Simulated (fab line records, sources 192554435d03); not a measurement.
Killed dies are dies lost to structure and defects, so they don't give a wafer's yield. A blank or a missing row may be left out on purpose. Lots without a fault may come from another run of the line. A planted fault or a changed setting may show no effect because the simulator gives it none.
Which tool did it? | flow n5_finfet | 10 lots, 30 wafers sampled, at 5 steps of a route of 1938

WHAT THE GAUGES READ, wafer by wafer
N5_BEOL_M4_RC_MEAS_101. Usual: DIBL_N 36.8 mV/V, standard deviation 1.5; DIBL_P 37.1 mV/V, standard deviation 2.1; IOFF_N 0.168 nA/um, standard deviation 0.03; IOFF_P 0.22 nA/um, standard deviation 0.034; ION_N 679 uA/um, standard deviation 12; ION_P 466 uA/um, standard deviation 8; SS_N 71.7 mV/dec, standard deviation 0.58; SS_P 73.5 mV/dec, standard deviation 0.67; VT_N 248.8 mV, standard deviation 2.7; VT_P -250 mV, standard deviation 3.3.
lot  | measured     | on        | DIBL_N (mV/V)  | DIBL_P (mV/V)  | IOFF_N (nA/um)    | IOFF_P (nA/um) | ION_N (uA/um) | ION_P (uA/um) | SS_N (mV/dec)  | SS_P (mV/dec)  | VT_N (mV)         | VT_P (mV)      | flag
L330 | day 8 13:29  | prober-01 | 37.0 36.9 37.1 | 36.1 36.0 36.1 | 0.146 0.146 0.148 | 0.19 0.20 0.20 | 678 675 672   | 461 462 461   | 71.5 70.6 70.9 | 73.5 72.9 73.4 | 249.8 247.4 248.0 | -253 -249 -250 |
L331 | day 8 13:56  | prober-02 | 36.8 37.9 37.9 | 36.8 38.8 37.6 | 0.162 0.184 0.190 | 0.26 0.29 0.26 | 690 689 704   | 482 479 486   | 71.3 71.8 71.9 | 73.5 74.2 73.5 | 248.8 249.6 246.3 | -246 -242 -246 |
L333 | day 8 17:46  | prober-01 | 37.7 39.2 34.7 | 38.3 37.7 33.1 | 0.187 0.213 0.126 | 0.26 0.24 0.17 | 678 680 667   | 467 460 458   | 72.6 72.9 71.5 | 74.2 73.9 73.1 | 247.7 248.0 252.7 | -246 -247 -252 |
L334 | day 9 06:04  | prober-01 | 35.4 35.5 35.6 | 37.0 37.0 37.2 | 0.167 0.166 0.183 | 0.22 0.21 0.22 | 671 680 684   | 469 463 470   | 71.3 71.8 71.2 | 74.0 72.8 73.4 | 247.2 245.1 244.9 | -249 -248 -247 |
L337 | day 9 17:22  | prober-01 | 38.6 35.1 37.7 | 40.4 36.2 38.2 | 0.222 0.148 0.178 | 0.23 0.16 0.20 | 688 680 673   | 457 458 457   | 71.9 70.8 72.5 | 74.1 72.7 73.5 | 245.8 249.5 249.2 | -253 -257 -254 |
L344 | day 11 22:59 | prober-01 | 37.2 38.1 35.6 | 37.4 38.0 35.5 | 0.178 0.182 0.146 | 0.23 0.25 0.20 | 690 689 683   | 467 470 468   | 71.8 71.6 70.7 | 72.4 73.9 72.7 | 245.2 247.6 251.3 | -249 -247 -249 |
L345 | day 12 05:23 | prober-01 | 35.7 33.8 37.9 | 36.8 33.9 39.5 | 0.139 0.118 0.169 | 0.22 0.17 0.27 | 681 674 676   | 472 468 471   | 71.1 70.9 71.7 | 73.4 72.4 73.9 | 252.4 253.6 244.6 | -251 -252 -246 |
L349 | day 13 00:08 | prober-02 | 39.5 36.3 37.7 | 39.8 36.0 37.7 | 0.233 0.149 0.182 | 0.28 0.21 0.23 | 712 687 695   | 478 472 476   | 71.8 71.4 72.2 | 74.5 73.2 73.2 | 244.4 250.9 248.9 | -247 -249 -250 |
L350 | day 13 08:35 | prober-02 | 33.4 34.7 36.5 | 33.0 34.8 36.2 | 0.126 0.147 0.164 | 0.19 0.22 0.26 | 679 681 678   | 469 472 474   | 71.3 71.5 72.4 | 72.9 73.4 73.0 | 252.8 252.4 248.7 | -251 -247 -246 |
L351 | day 14 02:40 | prober-01 | 37.7 38.0 35.4 | 38.6 37.2 34.7 | 0.167 0.171 0.135 | 0.25 0.22 0.18 | 676 680 667   | 467 469 455   | 71.3 71.0 71.3 | 73.1 72.6 72.9 | 249.5 249.2 252.4 | -246 -248 -251 |

WHICH TOOL RAN EACH LOT (tool, then ch and the chambers of the sampled wafers, then the start)
lot  | N5_HKMG_FIN_STRIP_19                | N5_HKMG_FIN_STRIP_88                | N5_HKMG_FIN_CMP_23            | N5_GATE_CUT_VAPOR_ETCH_60
L330 | plasma_asher-02 ch 0,1, day 4 19:08 | plasma_asher-02 ch 0, day 4 20:06   | cmp-01 ch 0,1, day 4 22:12    | rie_metal-01 ch 0,1, day 4 23:11
L331 | plasma_asher-02 ch 0,1, day 4 20:31 | plasma_asher-02 ch 0,1, day 4 21:46 | cmp-01 ch 0,1,3, day 4 23:52  | rie_metal-01 ch 0,1, day 5 00:51
L333 | plasma_asher-01 ch 0,1, day 5 11:11 | plasma_asher-02 ch 0,1, day 5 12:14 | cmp-02 ch 0,1,3, day 5 14:23  | rie_metal-01 ch 0,1, day 5 15:22
L334 | plasma_asher-02 ch 1, day 5 17:47   | plasma_asher-02 ch 0,1, day 5 18:46 | cmp-03 ch 0,1, day 5 20:58    | rie_metal-03 ch 0,1, day 5 21:57
L337 | plasma_asher-02 ch 0,1, day 6 12:19 | plasma_asher-01 ch 0,1, day 6 13:17 | cmp-03 ch 2,3, day 6 15:27    | rie_metal-03 ch 0,1, day 6 16:22
L344 | plasma_asher-01 ch 0,1, day 8 02:56 | plasma_asher-02 ch 0,1, day 8 03:54 | cmp-01 ch 1,2,3, day 8 06:14  | rie_metal-02 ch 0,1, day 8 06:59
L345 | plasma_asher-02 ch 0,1, day 8 12:44 | plasma_asher-01 ch 0,1, day 8 13:43 | cmp-01 ch 0,1,3, day 8 15:50  | rie_metal-01 ch 0, day 8 17:04
L349 | plasma_asher-02 ch 0,1, day 9 09:28 | plasma_asher-02 ch 0,1, day 9 10:29 | cmp-02 ch 0,1,3, day 9 12:40  | rie_metal-03 ch 1, day 9 13:49
L350 | plasma_asher-01 ch 0,1, day 9 15:38 | plasma_asher-01 ch 0,1, day 9 16:37 | cmp-03 ch 1,3, day 9 18:48    | rie_metal-03 ch 0,1, day 9 19:42
L351 | plasma_asher-01 ch 0,1, day 9 20:53 | plasma_asher-01 ch 1, day 9 21:51   | cmp-02 ch 0,1,3, day 10 00:06 | rie_metal-02 ch 0,1, day 10 01:05
- N5_HKMG_FIN_STRIP_19: strips in N2/H2, time 360 s.
- N5_HKMG_FIN_STRIP_88: strips in N2/H2, time 360 s.
- N5_HKMG_FIN_CMP_23: polishes, stops on SiNx, t overpolish 10 s, target thk 46.326 nm.
- N5_GATE_CUT_VAPOR_ETCH_60: etches HfO2 in BCl3/Cl2.

WHAT THE TOOLS THEMSELVES READ (means of the sampled wafers that have a number; where no wafer has one, the mark that the record gives instead)
N5_HKMG_FIN_STRIP_19. Usual: drypump_motor_current_A 5.8 A, standard deviation 0.46; heater_power_w 496 W, standard deviation 37.
lot  | tool            | drypump_motor_current_A (A) | heater_power_w (W) | flag
L330 | plasma_asher-02 | 5.8                         | 505                |
L331 | plasma_asher-02 | 5.9                         | 514                |
L333 | plasma_asher-01 | 5.5                         | 502                |
L334 | plasma_asher-02 | 5.9                         | 447                |
L337 | plasma_asher-02 | 5.9                         | 477                |
L344 | plasma_asher-01 | 5.5                         | 504                |
L345 | plasma_asher-02 | 5.9                         | 467                |
L349 | plasma_asher-02 | 5.8                         | 506                |
L350 | plasma_asher-01 | 5.9                         | 501                |
L351 | plasma_asher-01 | 5.4                         | 502                |

N5_HKMG_FIN_STRIP_88. Usual: drypump_motor_current_A 5.8 A, standard deviation 0.42; heater_power_w 495 W, standard deviation 39.
lot  | tool            | drypump_motor_current_A (A) | heater_power_w (W) | flag
L330 | plasma_asher-02 | 5.8                         | 537                |
L331 | plasma_asher-02 | 5.9                         | 508                |
L333 | plasma_asher-02 | 5.9                         | 511                |
L334 | plasma_asher-02 | 5.9                         | 474                |
L337 | plasma_asher-01 | 5.5                         | 499                |
L344 | plasma_asher-02 | 5.9                         | 508                |
L345 | plasma_asher-01 | 5.9                         | 504                |
L349 | plasma_asher-02 | 5.9                         | 478                |
L350 | plasma_asher-01 | 5.9                         | 498                |
L351 | plasma_asher-01 | 6.4                         | 497                |

N5_HKMG_FIN_CMP_23. Usual: edge_zone_pressure_frac 1.000, standard deviation 0.0053; head_pressure_psi 3.999 psi, standard deviation 0.0087; motor_current_A 12.7 A, standard deviation 1.4; overpolish_run_s 10.0 s, standard deviation 0.42; pad_life_wafers 895, standard deviation 520; platen_rpm 50.30 rpm, standard deviation 0.034; time_to_endpoint_s 13.0 s, standard deviation 2.7.
lot  | tool   | edge_zone_pressure_frac | head_pressure_psi (psi) | motor_current_A (A) | overpolish_run_s (s) | pad_life_wafers | platen_rpm (rpm) | time_to_endpoint_s (s) | flag
L330 | cmp-01 | 1.003                   | 3.999                   | 12.0                | 10.0                 | 194             | 50.27            | 11.0                   |
L331 | cmp-01 | 1.000                   | 3.996                   | 13.0                | 10.0                 | 211             | 50.31            | 9.1                    |
L333 | cmp-02 | 1.000                   | 3.999                   | 12.4                | 10.0                 | 1981            | 50.31            | 9.3                    |
L334 | cmp-03 | 1.002                   | 4.003                   | 12.7                | 10.0                 | 1014            | 50.30            | 14.8                   |
L337 | cmp-03 | 1.007                   | 4.001                   | 13.2                | 10.0                 | 1130            | 50.31            | 9.6                    |
L344 | cmp-01 | 1.002                   | 3.076                   | 10.4                | 9.4                  | 837             | 50.24            | 17.8                   | OFF
L345 | cmp-01 | 1.002                   | 3.077                   | 11.1                | 10.0                 | 908             | 50.29            | 17.4                   | OFF
L349 | cmp-02 | 1.002                   | 4.000                   | 12.2                | 10.0                 | 656             | 50.32            | 15.1                   |
L350 | cmp-03 | 1.004                   | 4.008                   | 12.2                | 10.0                 | 1718            | 50.30            | 9.5                    |
L351 | cmp-02 | 1.000                   | 3.990                   | 12.5                | 10.0                 | 746             | 50.29            | 14.0                   |

N5_GATE_CUT_VAPOR_ETCH_60. Usual: drypump_motor_current_A 5.5 A, standard deviation 0.53; oes_product_au 0.83 a.u., standard deviation 0.096.
lot  | tool         | drypump_motor_current_A (A) | oes_product_au (a.u.) | flag
L330 | rie_metal-01 | 5.6                         | 0.87                  |
L331 | rie_metal-01 | 5.6                         | 0.87                  |
L333 | rie_metal-01 | 5.6                         | 0.86                  |
L334 | rie_metal-03 | 5.3                         | 0.89                  |
L337 | rie_metal-03 | 5.3                         | 0.89                  |
L344 | rie_metal-02 | 5.4                         | 0.64                  |
L345 | rie_metal-01 | 5.9                         | 0.79                  |
L349 | rie_metal-03 | 4.8                         | 0.86                  |
L350 | rie_metal-03 | 5.9                         | 0.86                  |
L351 | rie_metal-02 | 5.5                         | 0.63                  |

THE ANSWER, worked out from the rows above alone
Rule: a lot is off if the mean of its wafers that have a number lies more than 3 standard deviations from the usual mean. A lot without any number at a reading at which 4 lots or more have one is off too. The other lots that the step has rows for count as sound. The gauges are gone through in route order, then the tools' own readings, and for those a lot's mean is taken as printed above. The first step at which some lot is off is used, and at that step the reading that is off furthest; a lot without a number counts as furthest.
Off: L344, L345, at N5_HKMG_FIN_CMP_23 (head_pressure_psi).
A tool fits if, at that step or a process step before it, it ran every lot that is off, and no sound lot after the first of them. One fits: cmp-01 at N5_HKMG_FIN_CMP_23. Its last sound lot is L331 (day 4 23:52), its first lot that is off L344 (day 8 06:14): a fault that began between those two fits.
The tool's own readings at N5_HKMG_FIN_CMP_23 bear it out: on the lots that are off they differ by more than 5 times the standard deviation of the sound lots' means. head_pressure_psi reads 3.077 psi there against 4.000 psi on the sound lots; overpolish_run_s reads 9.7 s there against 10.0 s on the sound lots.

WHAT THE SIMULATOR HAD PUT IN
Process parameter drift: cmp-01, from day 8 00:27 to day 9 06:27, at N5_HKMG_FIN_CMP_23. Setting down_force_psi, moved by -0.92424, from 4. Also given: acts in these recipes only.
Lots struck among those shown: L344, L345. The rule above found the same.
